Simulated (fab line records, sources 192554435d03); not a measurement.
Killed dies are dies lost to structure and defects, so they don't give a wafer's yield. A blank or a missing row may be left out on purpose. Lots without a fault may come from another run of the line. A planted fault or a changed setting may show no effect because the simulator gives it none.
fab line records | flow n5_finfet | part 1 of 2: steps 1 to 4 of 6
record lots=24 wafers=72 last_day=17
route steps=1938 shown FIN_SAQP@99 FIN_CUT@166 DUMMY_GATE@214
lots that met no fault: from a run of the same line without faults
start_h: hours from the record's first day to the start of the lot's first wafer shown | wait_h: hours since the lot's step before | " the same as in the row above | L1.1+2: a row that stands for several wafers | - no value, or no start given | * or withheld: withheld | < > ~ a bound
route shown NAME@n: a module of which the file shows steps, and the number in the route of the first | usual: mean/standard deviation of fault-free wafers | same: alike in all rows | chamber/n: place in a boat | sites: the reading at each site | _std_site: their standard deviation | _edge_site: outer sites' mean less inner sites' | radius_mm: how far each site lies from the wafer's centre | mask NAME#n: copy n | behind: the tool/chamber that last shaped the wafer | hold: why the lot was held/for how many hours/how that ended | device: the transistor (n, p or np) that didn't switch | end of line: the same wafers' tests at the end of the route | a step without rows: its recipe alone | killed: dies lost to structure and defects at the first sort, not the wafer's yield | map: a wafer's dies, x killed, . not, _ none there
set.NAME: the setting as run; set.NAME@STEP: as run at that earlier step | model.NAME: the simulator's own value behind a step, which no gauge read
steps of the route over a sample of lots; a table a step, a row a wafer
services: from which hour (start_h, from the record's first day; less than 0 if before it) a tool's chamber was out of use, for how many hours, and why
## steps
# step N5_FIN_SAQP_PECVD_48
# recipe material=SiNx target_thk_a=250 temp_c=400 precursor=SiH4/NH3/N2 pressure_torr=1.5 rf_w=300 time_s=22.1
# usual heater_power_w=740/93 showerhead_plenum_p_Torr=5.16/0.063 throttle_valve_pct=40.1/2.6
# columns lot.wafer tool chamber start_h wait_h heater_power_w showerhead_plenum_p_Torr throttle_valve_pct
L074.2 pecvd-02 2 20.94 0.0 677 5.10 45.1
L074.3 " 1 " " 589 5.27 39.3
L074.5 " 1 " " 582 5.24 39.2
L075.1 pecvd-02 1 27.70 0.0 637 5.25 39.3
L075.3 " 0 " " 873 5.09 40.2
L075.5 " 1 " " 659 5.24 39.1
L076.1 pecvd-02 0 33.28 0.0 912 5.09 40.6
L076.4 " 1 " " 651 5.24 39.3
L076.6 " 0 " " 921 5.10 40.7
L077.2 pecvd-02 0 39.92 0.0 799 5.11 40.6
L077.5 " 1 " " 605 5.26 39.2
L077.6 " 0 " " 790 5.09 40.5
L078.1 pecvd-01 1 44.53 0.0 851 5.18 47.1
L078.2 " 0 " " 664 5.08 43.1
L078.4 " 1 " " 865 5.17 46.9
L079.1 pecvd-02 0 50.52 0.0 926 5.09 40.7
L079.2 " 1 " " 595 5.24 39.2
L079.5 " 1 " " 577 5.25 39.2
L080.2 pecvd-01 0 57.11 0.0 720 5.07 43.1
L080.3 " 1 " " 888 5.17 47.2
L080.4 " 1 " " 884 5.18 47.0
L081.2 pecvd-02 0 63.04 0.0 891 5.09 40.7
L081.4 " 1 " " 690 5.26 38.9
L081.5 " 0 " " 893 5.11 40.6
L082.1 pecvd-03 1 69.08 0.0 803 5.21 39.6
L082.3 " 0 " " 744 5.09 40.6
L082.6 " 0 " " 724 5.09 41.0
L083.1 pecvd-03 0 75.66 0.0 615 5.08 40.8
L083.2 " 1 " " 677 5.22 39.7
L083.3 " 2 " " 721 5.18 38.0
L084.2 pecvd-03 1 81.77 0.0 675 5.20 39.3
L084.5 " 2 " " 712 5.20 38.0
L084.6 " 0 " " 711 5.07 41.1
L085.1 pecvd-03 0 87.91 0.0 711 5.09 40.4
L085.4 " 1 " " 759 5.21 39.6
L085.5 " 2 " " 638 5.19 37.8
L086.2 pecvd-03 1 94.90 0.0 759 5.20 39.6
L086.4 " 0 " " 724 5.09 41.0
L086.6 " 2 " " 644 5.19 38.2
L087.1 pecvd-03 1 99.03 0.0 809 5.22 39.5
L087.3 " 0 " " 749 5.09 40.8
L087.5 " 2 " " 728 5.17 38.0
L088.1 pecvd-02 2 106.65 0.0 618 5.09 36.0
L088.2 " 0 " " 931 5.09 40.8
L088.4 " 2 " " 600 5.10 35.8
L089.2 pecvd-03 1 111.63 0.0 696 5.22 39.6
L089.3 " 0 " " 727 5.08 41.1
L089.5 " 2 " " 767 5.19 38.2
L090.2 pecvd-02 0 117.87 0.0 879 5.11 41.1
L090.3 " 1 " " 671 5.26 39.2
L090.4 " 1 " " 684 5.25 39.4
L091.3 pecvd-02 0 122.94 0.0 929 5.10 41.0
L091.4 " 2 " " 628 5.09 36.1
L091.6 " 1 " " 620 5.24 39.0
L092.1 pecvd-01 2 129.28 0.0 815 5.19 39.0
L092.2 " 1 " " 794 5.18 47.1
L092.5 " 1 " " 806 5.19 46.9
L093.4 pecvd-02 2 135.69 0.0 736 5.10 35.8
L093.5 " 0 " " 913 5.10 41.3
L093.6 " 1 " " 652 5.26 39.0
L094.2 pecvd-01 1 141.55 0.0 832 5.18 47.1
L094.3 " 0 " " 800 5.08 43.0
L094.4 " 2 " " 759 5.20 38.8
L095.1 pecvd-03 2 147.76 0.0 765 5.19 38.5
L095.4 " 2 " " 715 5.18 38.7
L095.5 " 0 " " 678 5.10 41.1
L096.1 pecvd-01 1 153.95 0.0 837 5.19 47.0
L096.2 " 2 " " 742 5.18 39.2
L096.6 " 2 " " 756 5.19 39.2
L097.1 pecvd-02 2 159.24 0.0 678 5.11 36.1
L097.3 " 1 " " 619 5.24 39.1
L097.5 " 0 " " 809 5.10 41.3
# step N5_FIN_SAQP_DESCUM_21
# recipe chemistry=O2 time_s=7.9 source_power_w=50 bias_power_w=20 pressure_mtorr=20 rf_frequency_hz=2.712e+07 temp_c=40 resist=CAR-ArF o2_flow_sccm=225
# usual drypump_motor_current_A=5.5/0.5 oes_product_au=0.79/0.07 rf_vpp_V=243.4/1.4 showerhead_plenum_p_Torr=2.12/0.074 throttle_valve_pct=20.48/0.22
# columns lot.wafer tool chamber start_h wait_h drypump_motor_current_A oes_product_au rf_hours_counter_h rf_vpp_V showerhead_plenum_p_Torr throttle_valve_pct
L074.2 rie_diel-01 1 21.54 0.0 5.7 0.71 207 241.9 2.08 20.57
L074.3 " 0 " " 5.7 0.77 154 241.8 2.09 20.56
L074.5 " 0 " " 5.7 0.77 - 243.8 2.09 20.56
L075.1 rie_diel-01 1 28.45 0.0 5.7 0.70 210 241.8 2.07 20.57
L075.3 " 2 " " 5.1 0.85 56 246.7 2.21 20.62
L075.5 " 1 " " 5.8 0.70 - 243.2 2.07 20.55
L076.1 rie_diel-03 3 34.09 0.1 5.8 0.70 221 242.6 2.17 20.75
L076.4 " 2 " " 5.8 0.77 158 240.9 2.00 20.55
L076.6 " 3 " " 5.8 0.71 - 243.2 2.17 20.76
L077.2 rie_diel-01 3 40.55 0.0 6.5 0.96 4 245.2 2.24 20.12
L077.5 " 0 " " 5.6 0.76 - 245.1 2.09 20.55
L077.6 " 3 " " 6.5 0.97 - 245.2 2.24 20.11
L078.1 rie_diel-06 3 45.24 0.1 4.9 0.89 30 243.3 2.05 20.11
L078.2 " 2 " " 5.2 0.86 65 243.4 2.05 20.54
L078.4 " 0 " " 5.0 0.76 144 245.0 2.17 20.55
L079.1 rie_diel-06 2 51.32 0.1 5.2 0.85 68 241.7 2.05 20.53
L079.2 " 3 " " 4.9 0.88 32 242.6 2.05 20.11
L079.5 " 3 " " 4.9 0.88 - 242.8 2.05 20.10
L080.2 rie_diel-06 2 58.12 0.3 5.2 0.86 70 242.8 2.05 20.52
L080.3 " 0 " " 5.0 0.76 150 243.5 2.17 20.57
L080.4 " 1 " " 5.4 0.85 62 244.2 2.15 20.50
L081.2 rie_diel-03 3 63.63 0.0 5.8 0.69 231 244.6 2.16 20.75
L081.4 " 1 " " 4.8 0.85 57 241.1 2.04 20.04
L081.5 " 0 " " 6.2 0.72 - 243.1 2.18 20.67
L082.1 rie_diel-06 3 69.79 0.0 4.9 0.86 40 241.7 2.05 20.12
L082.3 " 2 " " 5.2 0.85 74 244.1 2.04 20.54
L082.6 " 3 " " 4.9 0.87 - 241.3 2.05 20.14
L083.1 rie_diel-01 0 76.37 0.0 5.6 0.74 175 242.7 2.08 20.60
L083.2 " 2 " " 5.1 0.82 74 244.1 2.21 20.66
L083.3 " 1 " " 5.7 0.69 227 243.5 2.07 20.59
L084.2 rie_diel-01 1 82.48 0.0 5.7 0.69 230 241.0 2.07 20.58
L084.5 " 2 " " 5.1 0.81 - 244.3 2.21 20.66
L084.6 " 1 " " 5.7 0.69 - 242.7 2.07 20.57
L085.1 rie_diel-01 2 88.63 0.2 5.1 0.81 80 244.1 2.21 20.63
L085.4 " 1 " " 5.8 0.69 233 243.6 2.07 20.60
L085.5 " 3 " " 6.5 0.91 - 244.5 2.24 20.13
L086.2 rie_diel-06 2 95.61 0.0 5.2 0.83 81 242.8 2.04 20.56
L086.4 " 1 " " 5.4 0.82 74 243.6 2.14 20.49
L086.6 " 2 " " 5.2 0.83 - 241.1 2.04 20.56
L087.1 rie_diel-06 0 99.74 0.0 5.1 0.75 166 242.9 2.16 20.58
L087.3 " 2 " " 5.2 0.84 83 240.8 2.04 20.56
L087.5 " 2 " " 5.2 0.83 - 241.3 2.04 20.56
L088.1 rie_diel-01 3 107.36 0.0 6.6 0.90 24 245.8 2.23 20.15
L088.2 " 0 " " 5.6 0.74 186 240.8 2.08 20.60
L088.4 " 1 " " 5.7 0.69 238 242.9 2.06 20.59
L089.2 rie_diel-03 1 113.14 0.8 4.8 0.83 74 242.0 2.04 20.06
L089.3 " 2 " " 5.7 0.73 185 242.0 2.00 20.56
L089.5 " 2 " " 5.7 0.72 - 242.3 1.99 20.58
L090.2 rie_diel-06 2 118.58 0.0 5.2 0.83 90 240.5 2.04 20.57
L090.3 " 0 " " 5.1 0.75 172 243.9 2.16 20.60
L090.4 " 1 " " 5.3 0.82 82 243.3 2.14 20.50
L091.3 rie_diel-03 0 123.78 0.1 6.3 0.72 205 245.7 2.17 20.71
L091.4 " 0 " " 6.3 0.71 - 244.9 2.17 20.69
L091.6 " 2 " " 5.8 0.72 - 242.1 1.99 20.58
L092.1 rie_diel-03 1 129.99 0.0 4.9 0.82 81 243.2 2.04 20.08
L092.2 " 0 " " 6.3 0.71 207 242.8 2.17 20.70
L092.5 " 0 " " 6.3 0.71 - 243.2 2.17 20.71
L093.4 rie_diel-01 2 136.38 0.0 5.1 0.80 95 244.6 2.20 20.70
L093.5 " 2 " " 5.1 0.80 - 246.1 2.20 20.68
L093.6 " 1 " " 5.7 0.68 - 242.8 2.06 20.61
L094.2 rie_diel-01 3 142.26 0.0 6.5 0.89 35 245.4 2.23 20.16
L094.3 " 2 " " 5.1 0.80 96 244.9 2.20 20.68
L094.4 " 0 " " 5.6 0.74 198 244.3 2.07 20.62
L095.1 rie_diel-01 3 148.58 0.1 6.5 0.87 38 244.6 2.23 20.17
L095.4 " 0 " " 5.6 0.74 - 244.0 2.07 20.63
L095.5 " 2 " " 5.1 0.79 - 244.0 2.20 20.69
L096.1 rie_diel-06 0 154.56 0.0 5.0 0.74 184 243.9 2.16 20.62
L096.2 " 1 " " 5.4 0.80 94 242.6 2.13 20.53
L096.6 " 3 " " 4.9 0.83 - 242.1 2.04 20.15
L097.1 rie_diel-01 1 159.83 0.0 5.7 1.00 0 241.8 2.06 20.24
L097.3 " 0 " " 5.6 0.73 205 241.8 2.07 20.64
L097.5 " 0 " " 5.6 0.73 - 243.6 2.07 20.64
# step N5_FIN_CUT_DESCUM_13
# recipe chemistry=O2 time_s=7 source_power_w=50 bias_power_w=20 pressure_mtorr=20 rf_frequency_hz=2.712e+07 temp_c=40 resist=CAR-EUV o2_flow_sccm=225
# usual drypump_motor_current_A=5.8/0.38 oes_product_au=0.77/0.055 rf_vpp_V=243.1/1.2 showerhead_plenum_p_Torr=2.09/0.059 throttle_valve_pct=20.46/0.19
# columns lot.wafer tool chamber start_h wait_h drypump_motor_current_A oes_product_au rf_hours_counter_h rf_vpp_V showerhead_plenum_p_Torr throttle_valve_pct
L074.2 rie_diel-02 1 26.61 0.2 6.0 0.82 66 240.9 2.04 20.74
L074.3 " 0 " " 5.8 0.77 159 241.9 2.09 20.55
L074.5 " 0 " " 5.8 0.77 - 243.4 2.09 20.55
L075.1 rie_diel-02 1 34.37 0.0 6.0 0.83 68 241.5 2.04 20.74
L075.3 " 2 " " 6.3 0.77 129 244.6 2.19 20.54
L075.5 " 3 " " 5.8 0.75 - 243.3 2.07 20.11
L076.1 rie_diel-05 3 39.11 0.0 6.1 0.83 54 242.9 2.05 20.41
L076.4 " 3 " " 6.1 0.84 - 242.8 2.05 20.38
L076.6 " 2 " " 5.3 0.75 - 244.4 2.19 20.24
L077.2 rie_diel-02 0 45.23 0.0 5.8 0.77 165 243.2 2.09 20.57
L077.5 " 1 " " 6.0 0.83 - 242.7 2.04 20.76
L077.6 " 0 " " 5.8 0.77 - 242.9 2.09 20.57
L078.1 rie_diel-05 0 51.12 0.3 6.1 0.90 23 244.3 2.13 20.50
L078.2 " 2 " " 5.3 0.75 146 245.5 2.19 20.25
L078.4 " 1 " " 6.3 0.70 195 243.9 2.18 20.42
L079.1 rie_diel-02 1 55.88 0.0 6.0 0.83 73 242.0 2.04 20.75
L079.2 " 3 " " 5.9 0.74 191 242.9 2.07 20.13
L079.5 " 1 " " 6.0 0.82 - 243.1 2.04 20.76
L080.2 rie_diel-05 1 63.52 0.0 6.3 0.69 199 244.3 2.17 20.43
L080.3 " 0 " " 6.1 0.89 26 243.9 2.13 20.49
L080.4 " 3 " " 6.1 0.83 63 242.4 2.05 20.41
L081.2 rie_diel-02 1 68.35 0.0 6.0 0.82 78 242.2 2.04 20.76
L081.4 " 0 " " 5.8 0.76 171 242.3 2.09 20.57
L081.5 " 3 " " 5.8 0.74 - 244.8 2.07 20.14
L082.1 rie_diel-04 3 74.68 0.0 5.3 0.71 217 243.7 2.09 20.27
L082.3 " 2 " " 6.2 0.77 127 243.6 2.10 20.61
L082.6 " 3 " " 5.3 0.71 - 241.6 2.09 20.29
L083.1 rie_diel-04 0 82.35 0.0 5.2 0.75 161 242.1 1.99 20.41
L083.2 " 3 " " 5.2 0.70 220 242.6 2.08 20.28
L083.3 " 2 " " 6.2 0.77 130 242.4 2.10 20.60
L084.2 rie_diel-04 2 88.12 0.0 6.2 0.76 133 243.1 2.10 20.61
L084.5 " 3 " " 5.3 0.70 - 242.9 2.08 20.28
L084.6 " 2 " " 6.2 0.77 - 243.3 2.10 20.60
L085.1 rie_diel-04 1 94.97 0.5 5.2 0.96 12 244.5 2.14 20.40
L085.4 " 3 " " 5.3 0.70 226 241.7 2.08 20.29
L085.5 " 1 " " 5.2 0.96 - 244.3 2.14 20.39
L086.2 rie_diel-02 3 100.90 0.0 5.8 0.73 203 241.7 2.07 20.14
L086.4 " 2 " " 6.3 0.74 148 245.2 2.19 20.57
L086.6 " 3 " " 5.8 0.74 - 243.0 2.07 20.14
L087.1 rie_diel-02 1 104.84 0.2 6.0 0.81 88 241.3 2.03 20.78
L087.3 " 0 " " 5.7 0.76 181 244.1 2.08 20.59
L087.5 " 1 " " 6.0 0.81 - 241.8 2.03 20.77
L088.1 rie_diel-02 0 113.05 0.0 5.8 0.76 185 243.2 2.08 20.59
L088.2 " 1 " " 6.0 0.80 92 241.4 2.03 20.77
L088.4 " 0 " " 5.8 0.76 - 242.6 2.08 20.58
L089.2 rie_diel-04 2 118.08 0.2 6.2 0.76 143 244.3 2.09 20.63
L089.3 " 3 " " 5.3 0.69 230 243.1 2.08 20.27
L089.5 " 1 " " 5.2 0.93 - 243.6 2.14 20.40
L090.2 rie_diel-04 0 123.56 0.0 5.2 0.72 176 242.0 1.99 20.41
L090.3 " 1 " " 5.2 0.92 21 244.1 2.14 20.41
L090.4 " 3 " " 5.3 0.69 231 242.2 2.08 20.28
L091.3 rie_diel-02 3 128.48 0.0 5.9 0.73 214 241.9 2.06 20.18
L091.4 " 1 " " 6.1 0.80 97 243.0 2.03 20.78
L091.6 " 0 " " 5.8 0.75 - 242.3 2.08 20.60
L092.1 rie_diel-04 2 134.83 0.0 6.2 0.75 148 244.7 2.09 20.64
L092.2 " 1 " " 5.2 0.91 25 242.0 2.14 20.41
L092.5 " 3 " " 5.3 0.70 - 241.6 2.08 20.32
L093.4 rie_diel-02 3 142.34 0.5 5.9 0.71 217 241.8 2.06 20.17
L093.5 " 2 " " 6.2 0.74 - 244.9 2.19 20.57
L093.6 " 3 " " 5.8 0.72 - 242.7 2.06 20.17
L094.2 rie_diel-02 2 147.31 0.0 6.3 0.73 159 243.3 2.18 20.57
L094.3 " 1 " " 6.0 0.79 102 244.0 2.03 20.79
L094.4 " 2 " " 6.3 0.74 - 245.1 2.18 20.58
L095.1 rie_diel-02 3 153.21 0.0 5.8 0.73 219 242.7 2.06 20.19
L095.4 " 2 " " 6.3 0.73 161 244.6 2.18 20.59
L095.5 " 3 " " 5.8 0.72 - 243.4 2.06 20.18
L096.1 rie_diel-05 0 159.54 0.2 6.0 0.83 59 244.2 2.12 20.55
L096.2 " 3 " " 6.1 0.79 92 242.2 2.04 20.46
L096.6 " 0 " " 6.1 0.83 - 244.2 2.12 20.55
L097.1 rie_diel-05 0 164.59 0.0 6.1 0.83 61 242.7 2.12 20.53
L097.3 " 3 " " 6.1 0.79 94 242.7 2.04 20.46
L097.5 " 2 " " 5.3 0.71 - 242.8 2.17 20.30
# step N5_DUMMY_GATE_ALD_02
# recipe material=SiO2 target_thk_a=20 temp_c=300 ald_precursor_family=BDEAS ald_co_reactant=O2-plasma pulse_time_s=1 pressure_torr=2
# usual heater_power_w=498/73 precursor_pulse_height_rel=1.001/0.019
# same pulse_time_s=1
# columns lot.wafer tool chamber start_h wait_h heater_power_w precursor_pulse_height_rel
L074.2 ald_sin-01 1 37.00 0.1 488 1.020
L074.3 " 0 " " 444 0.990
L074.5 " 2 " " 570 0.996
L075.1 ald_sin-04 1 45.06 0.0 435 1.009
L075.3 " 2 " " 544 0.998
L075.5 " 2 " " 548 0.992
L076.1 ald_sin-01 3 49.03 0.0 486 0.960
L076.4 " 1 " " 486 1.039
L076.6 " 2 " " 582 1.002
L077.2 ald_sin-04 2 55.98 0.7 552 1.004
L077.5 " 1 " " 454 0.988
L077.6 " 2 " " 537 1.008
L078.1 ald_sin-04 2 61.39 0.3 531 1.002
L078.2 " 1 " " 444 0.976
L078.4 " 0 " " 401 0.980
L079.1 ald_sin-04 0 65.77 0.0 397 0.996
L079.2 " 2 " " 550 1.000
L079.5 " 0 " " 411 0.975
L080.2 ald_sin-02 2 74.04 0.8 428 1.006
L080.3 " 3 " " 597 1.001
L080.4 " 1 " " 395 1.019
L081.2 ald_sin-04 3 78.71 0.6 613 0.971
L081.4 " 1 " " 456 1.005
L081.5 " 3 " " 587 1.005
L082.1 ald_sin-04 3 84.77 0.2 591 1.002
L082.3 " 2 " " 531 0.987
L082.6 " 3 " " 586 1.000
L083.1 ald_sin-01 0 93.84 1.3 426 1.030
L083.2 " 2 " " 586 0.991
L083.3 " 3 " " 491 1.000
L084.2 ald_sin-01 2 97.92 0.0 572 0.980
L084.5 " 1 " " 499 0.957
L084.6 " 2 " " 585 0.973
L085.1 ald_sin-02 1 105.88 1.0 387 0.983
L085.4 " 2 " " 424 0.979
L085.5 " 1 " " 395 1.012
L086.2 ald_sin-02 3 111.54 0.9 590 0.972
L086.4 " 0 " " 484 0.990
L086.6 " 2 " " 433 0.983
L087.1 ald_sin-02 3 115.10 0.0 606 1.010
L087.3 " 2 " " 440 1.022
L087.5 " 0 " " 486 1.004
L088.1 ald_sin-01 3 122.96 0.2 493 0.996
L088.2 " 2 " " 595 1.008
L088.4 " 1 " " 494 1.015
L089.2 ald_sin-04 2 128.22 0.0 519 1.008
L089.3 " 1 " " 444 1.009
L089.5 " 2 " " 554 1.021
L090.2 ald_sin-01 1 133.41 0.0 501 0.983
L090.3 " 2 " " 588 0.957
L090.4 " 0 " " 426 0.992
L091.3 ald_sin-01 0 138.49 0.1 423 1.017
L091.4 " 2 " " 604 1.013
L091.6 " 0 " " 433 1.033
L092.1 ald_sin-04 1 144.68 0.0 450 1.008
L092.2 " 3 " " 610 0.992
L092.5 " 0 " " 412 0.977
L093.4 ald_sin-04 1 152.25 0.0 448 1.003
L093.5 " 0 " " 407 1.016
L093.6 " 3 " " 605 0.998
L094.2 ald_sin-04 2 157.79 0.4 532 1.012
L094.3 " 0 " " 417 1.006
L094.4 " 1 " " 454 1.025
L095.1 ald_sin-02 2 162.96 0.0 431 1.009
L095.4 " 0 " " 492 0.970
L095.5 " 3 " " 596 1.007
L096.1 ald_sin-02 2 169.92 0.3 437 0.999
L096.2 " 0 " " 510 0.991
L096.6 " 2 " " 439 1.038
L097.1 ald_sin-04 0 174.72 0.0 397 0.941
L097.3 " 2 " " 527 0.987
L097.5 " 0 " " 418 1.029
